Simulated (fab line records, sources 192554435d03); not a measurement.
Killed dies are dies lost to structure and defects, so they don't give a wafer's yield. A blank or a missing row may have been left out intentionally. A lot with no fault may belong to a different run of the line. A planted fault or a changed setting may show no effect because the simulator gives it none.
fab line records	flow n5_finfet
record lots=9	wafers=27	last_day=16
route steps=1938 shown MIM_TOP_LITHO@1850 MIM_TOP_ETCH@1851 MIM_BOT_LITHO@1864 MIM_BOT_ETCH@1866 PASSIVATION@1936
lots that met no fault: taken from a fault-free run of the same line
start_h: the number of hours between the record's first day and the start of the first shown wafer of the lot	wait_h: how many hours have passed since the lot's step before this one	" as in the row above	L1.1+2: a single row standing in for several wafers	- no value, or no start was given	* or withheld: withheld	< > ~ a bound
route shown NAME@n: NAME is a module with steps in the file, n the number in the route of the first one	usual: the fault-free wafers' mean and standard deviation	same: alike in all rows	chamber/n: place in a boat	sites: the reading at each site	_std_site: standard deviation of those values	_edge_site: outer sites' mean less inner sites'	radius_mm: how far each site lies from the wafer's centre	mask NAME#n: copy n	behind: the last tool/chamber to shape the wafer	hold: cause of the lot's hold/its duration in hours/its outcome	device: the n, p or np transistor that did not switch	end of line: tests of these same wafers at the route's end	step lacking rows: just its recipe	killed: the dies lost at the first sort to structure and to defects; this is not the yield of the wafer	map: a wafer's dies, marking killed ones x, the rest . and places with no die _
set.NAME: setting as actually run; set.NAME@STEP: the setting as run at that earlier step	model.NAME: the simulator's own value behind a step, which no gauge read
route steps across a sampled set of lots; one table per step, one row per wafer
services: the hour from which a tool's chamber was out of use, counted from the record's first day as start_h (under 0 if before that day), plus the number of hours and why
## steps
# step N5_MIM_TOP_LITHO_DESCUM_10
# recipe chemistry=O2	time_s=7.9	source_power_w=50	bias_power_w=20	pressure_mtorr=20	rf_frequency_hz=2.712e+07	temp_c=40	o2_flow_sccm=225
# usual drypump_motor_current_A=5.6/0.52	oes_product_au=0.79/0.1	rf_vpp_V=242.9/1.7	showerhead_plenum_p_Torr=2.08/0.088	throttle_valve_pct=20.41/0.23
lot.wafer	tool	chamber	start_h	wait_h	drypump_motor_current_A	oes_product_au	rf_hours_counter_h	rf_vpp_V	showerhead_plenum_p_Torr	throttle_valve_pct
L927.1	rie_diel-01	1	242.05	0.0	5.6	0.74	196	241.8	1.97	20.46
L927.2	"	0	"	"	5.4	0.86	49	242.4	2.05	20.52
L927.3	"	3	"	"	5.6	0.85	31	244.0	2.06	20.07
L933.2	rie_diel-03	3	274.74	0.0	5.0	0.71	218	242.8	2.09	20.54
L933.3	"	2	"	"	5.9	0.66	246	243.1	2.16	20.39
L933.4	"	3	"	"	5.0	0.70	-	243.4	2.09	20.55
L934.4	rie_diel-03	3	289.41	0.1	5.0	0.71	-	242.8	2.09	20.56
L934.5	"	1	"	"	6.4	0.80	-	244.1	2.21	20.70
L934.6	"	2	"	"	5.9	0.67	-	244.0	2.15	20.42
L935.2	rie_diel-05	2	304.67	0.0	5.1	1.00	8	246.3	2.23	19.94
L935.4	"	3	"	"	5.8	0.68	243	242.0	2.05	20.44
L935.6	"	0	"	"	5.7	0.72	-	240.8	1.91	20.21
L941.1	rie_diel-03	1	340.68	0.2	6.4	0.79	122	245.5	2.20	20.72
L941.2	"	3	"	"	5.0	0.70	245	241.5	2.08	20.61
L941.6	"	0	"	"	4.7	0.94	-	244.7	2.12	20.42
L940.1	rie_diel-01	1	340.85	0.0	5.6	0.71	230	242.4	1.96	20.51
L940.2	"	2	"	"	6.4	0.73	173	241.4	1.99	20.37
L940.3	"	0	"	"	5.4	0.82	83	241.3	2.03	20.56
L942.1	rie_diel-05	1	345.54	0.1	5.4	0.68	226	242.7	2.05	20.59
L942.4	"	0	"	"	5.7	0.70	225	237.7	1.90	20.25
L942.6	"	2	"	"	5.1	0.94	-	245.9	2.22	19.98
L943.1	rie_diel-03	2	358.12	0.3	5.9	0.94	18	244.1	2.15	20.06
L943.3	"	1	"	"	6.4	0.78	128	245.4	2.20	20.73
L943.4	"	2	"	"	5.9	0.95	-	244.8	2.15	20.05
L947.1	rie_diel-03	0	376.99	0.0	4.7	0.92	33	242.6	2.12	20.44
L947.3	"	1	"	"	6.4	0.76	136	243.5	2.19	20.74
L947.4	"	3	"	"	5.0	0.98	1	243.5	2.08	20.17
# step N5_MIM_TOP_ETCH_ETCH_00
# recipe chemistry=Cl2/BCl3	target=TiN	target_depth_a=385	ion_energy_ev=150	pressure_mtorr=10	icp_w=1000	bias_w=126	Cl2_flow_sccm=53.25	bcl3_flow_sccm=21.75	Ar_flow_sccm=25
# usual drypump_motor_current_A=5.6/0.39	oes_product_au=0.80/0.1	throttle_valve_pct=22.8/0.34
lot.wafer	tool	chamber	start_h	wait_h	drypump_motor_current_A	oes_product_au	rf_hours_counter_h	throttle_valve_pct
L927.1	rie_metal-02	1	242.14	0.1	5.9	0.65	111	22.8
L927.2	"	0	"	"	5.4	0.67	93	23.4
L927.3	"	1	"	"	5.9	0.65	-	22.8
L933.2	rie_metal-01	0	274.83	0.1	5.7	0.83	26	22.7
L933.3	"	1	"	"	6.0	0.79	-	22.3
L933.4	"	0	"	"	5.7	0.83	-	22.7
L934.4	rie_metal-02	0	289.50	0.1	5.4	0.65	-	23.4
L934.5	"	0	"	"	5.4	0.66	-	23.4
L934.6	"	1	"	"	5.9	0.65	-	22.8
L935.2	rie_metal-01	1	304.76	0.1	6.0	0.80	41	22.3
L935.4	"	0	"	"	5.7	0.84	-	22.7
L935.6	"	1	"	"	6.0	0.81	-	22.3
L941.1	rie_metal-03	1	340.76	0.1	4.9	0.88	10	22.8
L941.2	"	0	"	"	5.8	0.87	13	23.0
L941.6	"	0	"	"	5.8	0.86	-	23.0
L940.1	rie_metal-01	1	340.93	0.1	6.0	0.79	44	22.3
L940.2	"	0	"	"	5.7	0.83	31	22.7
L940.3	"	0	"	"	5.7	0.82	-	22.7
L942.1	rie_metal-01	0	345.63	0.1	5.7	0.82	32	22.7
L942.4	"	0	"	"	5.7	0.82	-	22.7
L942.6	"	0	"	"	5.7	0.82	-	22.7
L943.1	rie_metal-03	0	358.21	0.1	5.8	0.86	14	23.0
L943.3	"	0	"	"	5.8	0.86	-	23.0
L943.4	"	1	"	"	4.9	0.87	-	22.8
L947.1	rie_metal-03	1	377.08	0.1	4.8	0.86	13	22.8
L947.3	"	1	"	"	4.8	0.86	-	22.8
L947.4	"	0	"	"	5.7	0.85	-	23.0
# step N5_MIM_BOT_LITHO_INSPECT_12
# recipe mode=adi	inspect_instrument=macro
# usual raw_defect_count=2.0/1.3
lot.wafer	tool	chamber	start_h	wait_h	raw_defect_count
L927.1	defect_inspect-01	-	242.88	0.0	0
L927.2	"	-	"	"	2
L927.3	"	-	"	"	1
L933.2	defect_inspect-02	-	275.45	0.0	1
L933.3	"	-	"	"	1
L933.4	"	-	"	"	2
L934.4	defect_inspect-01	-	290.28	0.0	1
L934.5	"	-	"	"	2
L934.6	"	-	"	"	3
L935.2	defect_inspect-01	-	305.57	0.0	1
L935.4	"	-	"	"	2
L935.6	"	-	"	"	1
L941.1	defect_inspect-01	-	341.50	0.0	0
L941.2	"	-	"	"	2
L941.6	"	-	"	"	1
L940.1	defect_inspect-02	-	341.67	0.0	>300
L940.2	"	-	"	"	>300
L940.3	"	-	"	"	>300
L942.1	defect_inspect-02	-	346.37	0.0	>300
L942.4	"	-	"	"	>300
L942.6	"	-	"	"	>300
L943.1	defect_inspect-02	-	358.84	0.0	1
L943.3	"	-	"	"	3
L943.4	"	-	"	"	1
L947.1	defect_inspect-02	-	377.84	0.0	4
L947.3	"	-	"	"	1
L947.4	"	-	"	"	4
# step N5_MIM_BOT_LITHO_DESCUM_10
# recipe chemistry=O2	time_s=7.9	source_power_w=50	bias_power_w=20	pressure_mtorr=20	rf_frequency_hz=2.712e+07	temp_c=40	o2_flow_sccm=225
# usual drypump_motor_current_A=5.6/0.53	oes_product_au=0.79/0.095	rf_vpp_V=242.6/1.6	showerhead_plenum_p_Torr=2.07/0.085	throttle_valve_pct=20.42/0.23
lot.wafer	tool	chamber	start_h	wait_h	drypump_motor_current_A	oes_product_au	rf_hours_counter_h	rf_vpp_V	showerhead_plenum_p_Torr	throttle_valve_pct
L927.1	rie_diel-01	1	242.92	0.0	5.6	0.74	196	241.4	1.97	20.43
L927.2	"	0	"	"	5.4	0.87	49	243.1	2.05	20.51
L927.3	"	3	"	"	5.6	0.85	31	243.1	2.06	20.09
L933.2	rie_diel-01	2	275.49	0.0	6.4	0.76	150	242.0	2.00	20.32
L933.3	"	0	"	"	5.4	0.87	58	241.0	2.04	20.52
L933.4	"	1	"	"	5.6	0.73	206	240.2	1.97	20.48
L934.4	rie_diel-03	3	290.60	0.3	5.0	0.70	-	244.2	2.09	20.55
L934.5	"	0	"	"	4.7	1.03	-	242.8	2.13	20.40
L934.6	"	1	"	"	6.4	0.80	-	246.2	2.21	20.69
L935.2	rie_diel-01	0	305.93	0.4	5.4	0.85	67	241.3	2.04	20.55
L935.4	"	2	"	"	6.4	0.75	158	243.0	2.00	20.35
L935.6	"	2	"	"	6.4	0.74	-	242.0	2.00	20.35
L941.1	rie_diel-01	1	341.74	0.2	5.6	0.71	230	242.2	1.96	20.50
L941.2	"	2	"	"	6.4	0.73	174	240.3	1.99	20.37
L941.6	"	1	"	"	5.6	0.71	-	241.1	1.96	20.50
L940.1	rie_diel-01	2	341.91	0.2	6.4	0.74	174	242.3	1.99	20.39
L940.2	"	1	"	"	5.6	0.70	230	239.9	1.96	20.50
L940.3	"	0	"	"	5.4	0.83	83	242.0	2.03	20.57
L942.1	rie_diel-03	3	346.46	0.1	5.0	0.69	247	243.1	2.08	20.59
L942.4	"	2	"	"	5.9	0.95	14	242.3	2.15	20.06
L942.6	"	0	"	"	4.7	0.93	-	242.0	2.12	20.41
L943.1	rie_diel-01	0	358.88	0.0	5.4	0.82	90	242.4	2.03	20.57
L943.3	"	2	"	"	6.4	0.73	180	242.0	1.99	20.39
L943.4	"	2	"	"	6.4	0.73	-	241.5	1.99	20.38
L947.1	rie_diel-01	0	377.88	0.0	5.4	0.80	98	243.4	2.03	20.59
L947.3	"	1	"	"	5.6	0.70	243	240.6	1.96	20.53
L947.4	"	3	"	"	5.6	0.82	59	241.7	2.05	20.14
# step N5_MIM_BOT_ETCH_ETCH_04
# recipe chemistry=CF4/O2	target=SiNx	target_depth_a=260	time_s=13	ion_energy_ev=100	pressure_mtorr=40	source_w=535	bias_w=49	Ar_flow_sccm=100	cf4_flow_sccm=100	O2_flow_sccm=10
# usual drypump_motor_current_A=5.6/0.52	oes_o_777_au=0.79/0.087	oes_product_au=0.79/0.091	rf_vpp_V=239/4.9	showerhead_plenum_p_Torr=2.18/0.085	throttle_valve_pct=16.01/0.24
lot.wafer	tool	chamber	start_h	wait_h	drypump_motor_current_A	oes_o_777_au	oes_product_au	rf_hours_counter_h	rf_vpp_V	showerhead_plenum_p_Torr	throttle_valve_pct
L927.1	rie_diel-01	1	242.98	0.0	5.6	0.72	0.73	196	239	2.10	16.10
L927.2	"	0	"	"	5.4	0.86	0.85	49	238	2.16	16.04
L927.3	"	3	"	"	5.6	0.90	0.86	31	236	2.16	15.54
L933.2	rie_diel-01	2	275.55	0.0	6.4	0.74	0.76	150	241	2.12	16.01
L933.3	"	0	"	"	5.4	0.84	0.84	58	239	2.16	16.05
L933.4	"	1	"	"	5.6	0.72	0.73	206	236	2.10	16.13
L934.4	rie_diel-03	3	290.67	0.0	5.0	0.75	0.71	-	230	2.18	16.03
L934.5	"	0	"	"	4.7	0.99	1.02	-	245	2.25	15.94
L934.6	"	1	"	"	6.4	0.80	0.79	-	243	2.32	16.19
L935.2	rie_diel-01	0	306.00	0.0	5.4	0.84	0.83	67	238	2.16	16.07
L935.4	"	2	"	"	6.4	0.75	0.77	158	243	2.12	16.02
L935.6	"	2	"	"	6.4	0.75	0.74	-	242	2.12	16.03
L941.1	rie_diel-01	1	341.80	0.0	5.6	0.70	0.71	230	238	2.09	16.18
L941.2	"	2	"	"	6.4	0.73	0.75	174	242	2.11	16.04
L941.6	"	1	"	"	5.6	0.70	0.71	-	237	2.09	16.16
L940.1	rie_diel-01	2	341.98	0.0	6.4	0.73	0.74	174	243	2.11	16.05
L940.2	"	1	"	"	5.6	0.70	0.71	230	237	2.09	16.18
L940.3	"	0	"	"	5.4	0.81	0.82	83	240	2.15	16.11
L942.1	rie_diel-03	3	346.52	0.0	5.0	0.74	0.69	247	229	2.18	16.06
L942.4	"	2	"	"	5.8	0.95	0.97	14	235	2.27	15.62
L942.6	"	0	"	"	4.7	0.90	0.93	-	244	2.24	15.98
L943.1	rie_diel-01	0	358.94	0.0	5.4	0.80	0.80	90	238	2.15	16.12
L943.3	"	2	"	"	6.4	0.73	0.74	180	245	2.11	16.08
L943.4	"	2	"	"	6.4	0.72	0.73	-	244	2.11	16.07
L947.1	rie_diel-01	0	377.94	0.0	5.4	0.80	0.79	98	239	2.15	16.14
L947.3	"	1	"	"	5.6	0.69	0.70	243	238	2.09	16.18
L947.4	"	3	"	"	5.6	0.85	0.81	59	234	2.15	15.57
# step N5_PASSIVATION_PROBE_49
# usual defect_limited_yield=91.6/1.4	killed_at_M0_to_M3=34/8.9	killed_at_M4_up=13/5	killed_at_contacts=12/7	killed_at_front_end=38/11	killed_at_other=3.2/2.9	killed_dies=99/16	killed_open=65/13	killed_short=32/7.6	sort_bin_4_leakage=0.00/0.012	sort_bin_5_function=5.0/0.9	sort_bin_6_memory=3.1/0.65	sort_n_pass=1081/16	sort_yield_pct=91.6/1.4
# same gross_dies=1180	killed_at_back_side=0	sort_bin_8_speed[%]=0
lot.wafer	tool	chamber	start_h	wait_h	defect_limited_yield[%]	killed_at_M0_to_M3	killed_at_M4_up	killed_at_contacts	killed_at_front_end	killed_at_other	killed_dies	killed_open	killed_short	sort_bin_4_leakage[%]	sort_bin_5_function[%]	sort_bin_6_memory[%]	sort_n_pass	sort_yield_pct[%]
L927.1	prober-02	-	251.95	0.0	90.3	47	25	9	33	0	114	80	33	0	6.2	3.3	1066	90.3
L927.2	prober-02	-	252.00	0.1	91.5	46	8	6	37	3	100	54	35	0	4.6	3.0	1080	91.5
L927.3	prober-02	-	252.05	0.1	91.4	40	14	8	38	2	102	67	30	0	5.3	3.0	1078	91.4
L933.2	prober-01	-	285.72	0.7	89.3	49	28	6	30	13	126	92	34	0	6.5	4.1	1054	89.3
L933.3	prober-01	-	285.77	0.8	91.4	38	13	7	38	5	101	62	38	0	5.4	2.7	1079	91.4
L933.4	prober-01	-	285.82	0.8	91.7	42	17	6	28	5	98	60	37	0	5.3	2.7	1082	91.7
L934.4	prober-02	-	303.34	0.2	92.5	36	11	9	33	0	89	59	30	0	4.5	3.0	1091	92.5
L934.5	prober-02	-	303.39	0.2	92.7	40	4	4	27	11	86	62	24	0	4.3	2.8	1094	92.7
L934.6	prober-02	-	303.44	0.3	92.3	47	8	8	23	5	91	59	32	0	4.8	2.5	1089	92.3
L935.2	prober-01	-	315.28	0.1	90.6	26	13	12	55	5	111	76	35	0	5.5	3.6	1069	90.6
L935.4	prober-01	-	315.38	0.2	89.3	35	11	23	53	4	126	90	36	0	5.3	4.8	1054	89.3
L935.6	prober-01	-	315.48	0.3	90.8	24	18	9	50	7	108	76	32	0	5.8	3.1	1072	90.8
L941.1	prober-02	-	349.74	0.0	93.6	36	9	7	20	4	76	47	29	0	4.2	2.2	1104	93.6
L941.2	prober-02	-	349.79	0.1	93.6	21	5	3	46	0	75	51	24	0	3.7	2.5	1105	93.6
L941.6	prober-02	-	349.99	0.3	90.9	52	11	6	36	2	107	72	34	0	5.3	3.6	1073	90.9
L940.1	prober-02	-	350.29	0.0	81.4	36	13	9	26	135	219	54	32	0	12.3	3.7	961	81.4
L940.2	prober-02	-	350.34	0.1	82.9	34	9	11	18	130	202	51	18	0	12.1	3.2	978	82.9
L940.3	prober-02	-	350.39	0.1	84.1	17	8	7	25	131	188	37	19	0	9.7	3.3	992	84.1
L942.1	prober-02	-	355.47	0.0	81.4	28	14	16	20	141	219	56	28	0.08	11.4	4.1	960	81.4
L942.4	prober-02	-	355.62	0.2	82.9	25	5	11	27	134	202	44	23	0	10.8	3.6	978	82.9
L942.6	prober-02	-	355.72	0.3	81.9	24	14	3	36	137	214	44	32	0	11.3	4.7	966	81.9
L943.1	prober-01	-	371.93	0.0	92.3	23	12	10	45	1	91	62	27	0	4.2	3.2	1089	92.3
L943.3	prober-01	-	372.03	0.1	90.4	43	16	11	40	3	113	80	31	0	5.5	3.9	1067	90.4
L943.4	prober-01	-	372.08	0.2	90.8	40	11	22	31	4	108	75	31	0	6.0	3.0	1072	90.8
L947.1	prober-01	-	387.61	0.0	89.2	29	24	16	55	4	128	89	39	0	7.4	3.2	1052	89.2
L947.3	prober-01	-	387.71	0.1	89.5	40	19	30	28	7	124	80	44	0	5.8	4.5	1056	89.5
L947.4	prober-01	-	387.76	0.2	89.1	35	18	13	57	6	129	81	47	0	6.7	4.0	1051	89.1
# killed by level:class
L927.1 BEOL_M4:geometric_particle:open=16 BEOL_M0_SAQP:geometric_particle:short=10 BEOL_M3:geometric_particle:open=10 MOL_CONTACT_COAG:geometric_particle:open=8 BEOL_M0_SAQP:geometric_particle:open=8 GATE_CUT:geometric_particle:short=7 BEOL_M2:geometric_particle:open=7 BEOL_M1:geometric_particle:open=7
L927.2 BEOL_M1:geometric_particle:open=11 BEOL_M2:geometric_particle:open=10 GATE_CUT:geometric_particle:short=7 HKMG_FIN:area_etch=7 MOL_CONTACT_COAG:geometric_particle:open=6 BEOL_M1:geometric_particle:short=6 FIN_SAQP:geometric_particle:short=5 FIN_SAQP:geometric_particle:open=4
L927.3 BEOL_M0_SAQP:geometric_particle:open=13 BEOL_M0_SAQP:geometric_particle:short=10 STI_FIN_REVEAL:geometric_particle:open=9 BEOL_M2:geometric_particle:open=8 BEOL_M4:geometric_particle:open=7 FIN_SAQP:geometric_particle:short=5 GATE_CUT:geometric_particle:short=5 MOL_CONTACT_COAG:geometric_particle:open=4
L933.2 BEOL_M2:geometric_particle:open=22 BEOL_M4:geometric_particle:open=12 BEOL_M0_SAQP:geometric_particle:open=8 FIN_SAQP:geometric_particle:open=7 BEOL_M0_SAQP:geometric_particle:short=7 BEOL_M3:geometric_particle:open=7 MIM_TOP:geometric_particle:open=6 STARTING-WAFER:geometric_particle:short=6
L933.3 FIN_SAQP:geometric_particle:short=13 BEOL_M2:geometric_particle:open=13 BEOL_M0_SAQP:geometric_particle:short=10 FIN_SAQP:geometric_particle:open=7 MOL_CONTACT_COAG:geometric_particle:open=7 BEOL_M4:geometric_particle:open=6 BEOL_M3:geometric_particle:open=5 STI_FIN_REVEAL:geometric_particle:open=4
L933.4 BEOL_M2:geometric_particle:open=12 BEOL_M0_SAQP:geometric_particle:open=10 BEOL_M0_SAQP:geometric_particle:short=10 BEOL_M4:geometric_particle:open=7 BEOL_M2:geometric_particle:short=7 FIN_SAQP:geometric_particle:open=6 MOL_CONTACT_COAG:geometric_particle:open=6 STARTING-WAFER:geometric_particle:short=5
L934.4 BEOL_M3:geometric_particle:open=10 MOL_CONTACT_COAG:geometric_particle:open=7 STI_FIN_REVEAL:geometric_particle:open=6 DUMMY_GATE:geometric_particle:open=6 BEOL_M0_SAQP:geometric_particle:open=5 BEOL_M3:geometric_particle:short=5 BEOL_M4:geometric_particle:short=5 STARTING-WAFER:geometric_particle:open=5
L934.5 BEOL_M0_SAQP:geometric_particle:open=12 STI_FIN_REVEAL:geometric_particle:open=9 BEOL_M3:geometric_particle:open=7 BEOL_M1:geometric_particle:open=6 BEOL_M0:geometric_particle:open=4 DUMMY_GATE:geometric_particle:open=4 MOL_CONTACT_COAG:geometric_particle:open=4 BEOL_M0_SAQP:geometric_particle:short=4
L934.6 BEOL_M3:geometric_particle:open=16 BEOL_M1:geometric_particle:open=8 MOL_CONTACT_COAG:geometric_particle:open=6 STARTING-WAFER:geometric_particle:short=6 GATE_CUT:geometric_particle:short=5 BEOL_M0:geometric_particle:open=5 BEOL_M0_SAQP:geometric_particle:open=4 BEOL_M2:geometric_particle:short=4
L935.2 STI_FIN_REVEAL:geometric_particle:open=20 FIN_SAQP:geometric_particle:open=12 MOL_CONTACT_COAG:geometric_particle:open=12 FIN_SAQP:geometric_particle:short=8 BEOL_M0_SAQP:geometric_particle:short=7 BEOL_M0_SAQP:geometric_particle:open=6 BEOL_M2:geometric_particle:open=5 BEOL_M2:geometric_particle:short=3
L935.4 MOL_CONTACT_COAG:geometric_particle:open=19 FIN_SAQP:geometric_particle:short=14 BEOL_M2:geometric_particle:open=14 STI_FIN_REVEAL:geometric_particle:open=11 FIN_SAQP:geometric_particle:open=8 BEOL_M0_SAQP:geometric_particle:open=6 BEOL_M0_SAQP:geometric_particle:short=5 STARTING-WAFER:geometric_particle:open=5
L935.6 STI_FIN_REVEAL:geometric_particle:open=12 BEOL_M0_SAQP:geometric_particle:short=10 MOL_CONTACT_COAG:geometric_particle:open=9 FIN_SAQP:geometric_particle:short=7 FIN_SAQP:geometric_particle:open=6 GATE_CUT:geometric_particle:short=6 BEOL_M2:geometric_particle:open=6 BEOL_M4:geometric_particle:open=5
L941.1 BEOL_M0_SAQP:geometric_particle:short=14 BEOL_M0_SAQP:geometric_particle:open=13 MOL_CONTACT_COAG:geometric_particle:open=6 BEOL_M1:geometric_particle:open=5 DUMMY_GATE:geometric_particle:open=4 STI_FIN_REVEAL:geometric_particle:open=3 BEOL_M4:geometric_particle:open=3 FIN_SAQP:geometric_particle:open=2
L941.2 STI_FIN_REVEAL:geometric_particle:open=19 FIN_SAQP:geometric_particle:open=7 BEOL_M1:geometric_particle:open=7 BEOL_M0_SAQP:geometric_particle:short=6 FIN_SAQP:geometric_particle:short=5 GATE_CUT:geometric_particle:short=3 BEOL_M0_SAQP:geometric_particle:open=3 STARTING-WAFER:geometric_particle:open=3
L941.6 BEOL_M0_SAQP:geometric_particle:open=16 BEOL_M0_SAQP:geometric_particle:short=11 BEOL_M3:geometric_particle:open=8 STI_FIN_REVEAL:geometric_particle:open=7 DUMMY_GATE:geometric_particle:open=6 MOL_CONTACT_COAG:geometric_particle:open=5 GATE_CUT:geometric_particle:open=4 BEOL_M2:geometric_particle:open=4
L940.1 MIM_TOP_ETCH:unspecified=128 BEOL_M0_SAQP:geometric_particle:short=9 MOL_CONTACT_COAG:geometric_particle:open=8 BEOL_M0_SAQP:geometric_particle:open=7 BEOL_M0:geometric_particle:open=7 FIN_SAQP:geometric_particle:open=4 FIN_SAQP:geometric_particle:short=4 STI_FIN_REVEAL:geometric_particle:open=4
L940.2 MIM_TOP_ETCH:unspecified=130 MOL_CONTACT_COAG:geometric_particle:open=10 BEOL_M0_SAQP:geometric_particle:open=8 BEOL_M0_SAQP:geometric_particle:short=7 BEOL_M0:geometric_particle:open=6 BEOL_M3:geometric_particle:open=6 STI_FIN_REVEAL:geometric_particle:open=5 BEOL_M1:geometric_particle:open=4
L940.3 MIM_TOP_ETCH:unspecified=131 STI_FIN_REVEAL:geometric_particle:open=6 BEOL_M0_SAQP:geometric_particle:open=6 MOL_CONTACT_COAG:geometric_particle:open=5 BEOL_M0_SAQP:geometric_particle:short=4 FIN_SAQP:geometric_particle:open=3 GATE_CUT:geometric_particle:open=3 GATE_CUT:geometric_particle:short=3
L942.1 MIM_TOP_ETCH:unspecified=134 MOL_CONTACT_COAG:geometric_particle:open=16 BEOL_M0_SAQP:geometric_particle:open=7 BEOL_M2:geometric_particle:open=6 BEOL_M0_SAQP:geometric_particle:short=5 GATE_CUT:geometric_particle:short=4 STARTING-WAFER:geometric_particle:short=4 BEOL_M3:geometric_particle:open=4
L942.4 MIM_TOP_ETCH:unspecified=134 BEOL_M3:geometric_particle:open=11 MOL_CONTACT_COAG:geometric_particle:open=9 FIN_SAQP:geometric_particle:short=5 BEOL_M1:geometric_particle:open=5 GATE_CUT:geometric_particle:short=4 STI_FIN_REVEAL:geometric_particle:open=3 DUMMY_GATE:geometric_particle:open=3
L942.6 MIM_TOP_ETCH:unspecified=137 BEOL_M0_SAQP:geometric_particle:short=9 FIN_SAQP:geometric_particle:short=8 DUMMY_GATE:geometric_particle:open=7 GATE_CUT:geometric_particle:open=6 BEOL_M0_SAQP:geometric_particle:open=6 STI_FIN_REVEAL:geometric_particle:open=5 BEOL_M5:geometric_particle:open=5
L943.1 STI_FIN_REVEAL:geometric_particle:open=15 GATE_CUT:geometric_particle:open=8 MOL_CONTACT_COAG:geometric_particle:open=8 GATE_CUT:geometric_particle:short=7 BEOL_M0_SAQP:geometric_particle:open=7 BEOL_M0_SAQP:geometric_particle:short=5 BEOL_M4:geometric_particle:open=5 BEOL_M5:geometric_particle:open=4
L943.3 STI_FIN_REVEAL:geometric_particle:open=18 BEOL_M0_SAQP:geometric_particle:open=13 BEOL_M0_SAQP:geometric_particle:short=12 MOL_CONTACT_COAG:geometric_particle:open=9 BEOL_M1:geometric_particle:open=8 GATE_CUT:geometric_particle:open=4 BEOL_M3:geometric_particle:open=4 BEOL_M5:geometric_particle:open=4
L943.4 MOL_CONTACT_COAG:geometric_particle:open=17 FIN_SAQP:geometric_particle:short=9 BEOL_M0_SAQP:geometric_particle:open=9 BEOL_M3:geometric_particle:open=9 BEOL_M2:geometric_particle:open=8 FIN_SAQP:geometric_particle:open=6 STI_FIN_REVEAL:geometric_particle:open=6 BEOL_M1:geometric_particle:open=6
L947.1 BEOL_M4:geometric_particle:open=19 STI_FIN_REVEAL:geometric_particle:open=15 FIN_SAQP:geometric_particle:short=12 MOL_CONTACT_COAG:geometric_particle:open=11 BEOL_M2:geometric_particle:open=8 FIN_SAQP:geometric_particle:open=7 BEOL_M0_SAQP:geometric_particle:open=7 MOL_CONTACT_COAG:geometric_particle:short=5
L947.3 MOL_CONTACT_COAG:geometric_particle:open=23 BEOL_M0_SAQP:geometric_particle:short=15 BEOL_M4:geometric_particle:open=13 BEOL_M0_SAQP:geometric_particle:open=9 MOL_CONTACT_COAG:geometric_particle:short=7 STARTING-WAFER:geometric_particle:short=7 STI_FIN_REVEAL:geometric_particle:open=6 BEOL_M1:geometric_particle:open=6
L947.4 STI_FIN_REVEAL:geometric_particle:open=25 FIN_SAQP:geometric_particle:short=11 BEOL_M4:geometric_particle:open=11 BEOL_M0_SAQP:geometric_particle:open=10 MOL_CONTACT_COAG:geometric_particle:open=9 BEOL_M0_SAQP:geometric_particle:short=9 BEOL_M2:geometric_particle:open=7 FIN_SAQP:geometric_particle:open=5
## services
tool	chamber	start_h	hours	kind
rie_metal-03	1	223.88	-	clean
rie_metal-03	1	223.88	15.5	scheduled_down
rie_metal-03	1	223.88	15.5	vent_cycle
rie_metal-02	-	232.43	2.8	pm
rie_diel-03	3	253.29	1.7	repair
rie_diel-01	0	254.88	2.5	repair
rie_diel-05	2	263.90	-	clean
rie_diel-05	2	263.90	-	consumable_replace:focus_ring
rie_diel-03	0	273.64	-	clean
rie_diel-03	0	273.64	-	consumable_replace:focus_ring
rie_diel-03	0	273.64	16.8	scheduled_down
rie_diel-03	0	273.64	16.8	vent_cycle
rie_metal-03	-	279.98	0.1	repair
rie_diel-03	2	290.46	-	clean
rie_diel-03	2	290.46	-	consumable_replace:focus_ring
rie_diel-03	2	290.46	17.8	scheduled_down
rie_diel-03	2	290.46	17.8	vent_cycle
rie_metal-03	-	305.30	0.3	repair
rie_diel-01	3	327.46	48.3	repair
rie_diel-03	3	357.48	-	clean
rie_diel-03	3	357.48	-	consumable_replace:focus_ring
rie_diel-03	3	357.48	17.5	scheduled_down
rie_diel-03	3	357.48	17.5	vent_cycle
rie_diel-01	1	373.09	4.7	repair
## key
first_sign step=N5_MIM_BOT_LITHO_INSPECT_12	reading=raw_defect_count	direction=up	sigmas=99+	usual=2.0	struck=>300
effect step=N5_PASSIVATION_PROBE_49	reading=killed_at_other	direction=up	sigmas=46	usual=3.2	struck=134.7
more_kills_born_at N5_MIM_TOP_ETCH_ETCH_00@rie_metal-01=794
met_at N5_MIM_TOP_ETCH_ETCH_00
struck_lots L940,L942
not_acting_at N5_MIM_TOP_LITHO_DESCUM_10,N5_MIM_BOT_LITHO_DESCUM_10,N5_MIM_BOT_ETCH_ETCH_04
onset_between 304.76 340.93
fault kind=chamber_particle_source	tool=rie_metal-01	chamber=-	onset_h=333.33	steps=N5_MIM_TOP_ETCH_ETCH_00	rate_per_visit_cm2=1.0584	end_h=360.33
